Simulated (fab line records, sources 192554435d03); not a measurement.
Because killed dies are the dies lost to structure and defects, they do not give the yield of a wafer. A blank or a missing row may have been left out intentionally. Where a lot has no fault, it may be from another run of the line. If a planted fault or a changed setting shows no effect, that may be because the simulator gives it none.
Problem report, 8D (eight disciplines) form, completed by code    flow n5 finfet    the parts of the form that need people (team, actions taken, sign-off) are left out

1. THE ISSUE
COMB_M9 at N5_BEOL_M15_RC_MEAS_101 reads a mean of 5.94e-11 S/m on 4 wafers of 2 lots; wafers without a fault read 1.42e-11 S/m with a standard deviation of 2.8e-12. That puts it +16 standard deviations away from the usual mean.
First seen on wafer L103.3, day 13 20:41, on prober-01. Wafers with a number at this step in the record: 24, from 8 lots. The rule behind "out" and "out of limits": a value lying over 4 standard deviations away from the usual mean. All remaining wafers that have a number are taken as sound.

2. WHAT THIS IS AND IS NOT
question                     is                              is not
which readings at this step  COMB_M9, COMB_M9_max_site       COMB_M11, COMB_M12, COMB_M13, COMB_M14, COMB_M15, COMB_M5, COMB_M6, COMB_M7, SERP_M10, SERP_M11, SERP_M12, SERP_M13, SERP_M14, SERP_M5, SERP_M6, SERP_M7, SERP_M7_max_site
which lots                   L103, L108                      L106, L111, L113, L114, L120, L999
which wafers of those lots   L103.3, L103.6, L108.3, L108.5  L103.2, L108.2
read on which gauges         prober-01, prober-02            -
when                         from day 13 20:41               up to then (4 sound wafers); but 16 sound wafers of L106, L108, L111, L113, L114, L120 came after

3. WHAT RULES OUT EACH SUSPECT
Counting: a tool at a process step up to the reading stays a suspect if it ran every lot that is out. Sound lots after the first of them don't rule it out here, since some wafers of a struck lot are sound.
- the gauge at N5_BEOL_M15_RC_MEAS_101 has been ruled out. Those wafers that are out were read across 2 gauges (prober-01, prober-02).
- pvd sputter-03 at N5_BEOL_M9_PRE_CLEAN_45 (time 30 s): kept. It ran every lot that is out, first L103 (day 12 04:11).
- ald metal-04 at N5_BEOL_M9_ALD_74 (deposits TaN, target thk 2 nm, pulse time 2 s, purge time 3 s): kept. It processed each lot that is out (first: L103, day 12 04:18); up to then, its last sound lot is L999 (day 10 05:25).
After counting, pvd sputter-03 at N5_BEOL_M9_PRE_CLEAN_45 and ald metal-04 at N5_BEOL_M9_ALD_74 remain.

4. THE CAUSE (what the simulator had put in)
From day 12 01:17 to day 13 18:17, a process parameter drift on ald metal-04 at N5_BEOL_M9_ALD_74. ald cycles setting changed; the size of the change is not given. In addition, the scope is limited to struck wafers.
2 suspects survive the count, and this tool is in that group.

5. SEQUENCE OF EFFECTS, ordered by route
Each row: a reading whose mean over the struck wafers that have a number lies more than 3 standard deviations from the usual. Scope: only readings with a usual standard deviation given in the record; hours: median across lots of the time from each lot's start at the first step in this table that gives one to its start at this step; sigmas: change in usual standard deviations.
hours  step                     reading             usual         on struck wafers  change     sigmas
0      N5_BEOL_M15_RC_MEAS_101  COMB_M9             1.42e-11 S/m  5.94e-11          +4.52e-11  +16
0      N5_BEOL_M15_RC_MEAS_101  COMB_M9_max_site    2.1e-11 S/m   8.6e-11           +6.5e-11   +14
15     N5_PASSIVATION_PROBE_49  sort_bin_4_leakage  0.00 %        0.23              +0.23      +16
Its process steps:
- N5_PASSIVATION_PROBE_49

6. HOW IT WOULD HAVE BEEN CAUGHT EARLIER
43 hours passed between the start of the fault at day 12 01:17 and the first reading out of limits at a measuring or inspecting step in this record, taken at day 13 20:41.
Of the tool readings at N5_BEOL_M9_ALD_74 for which the record gives a usual standard deviation, none was out on any struck wafer, so an alarm limit of 4 standard deviations on them would not have fired.
By day 13 20:41, every lot that is out (2) had started N5_BEOL_M9_ALD_74 on ald metal-04. Had the tool been put on hold then, not one of them would have been saved.
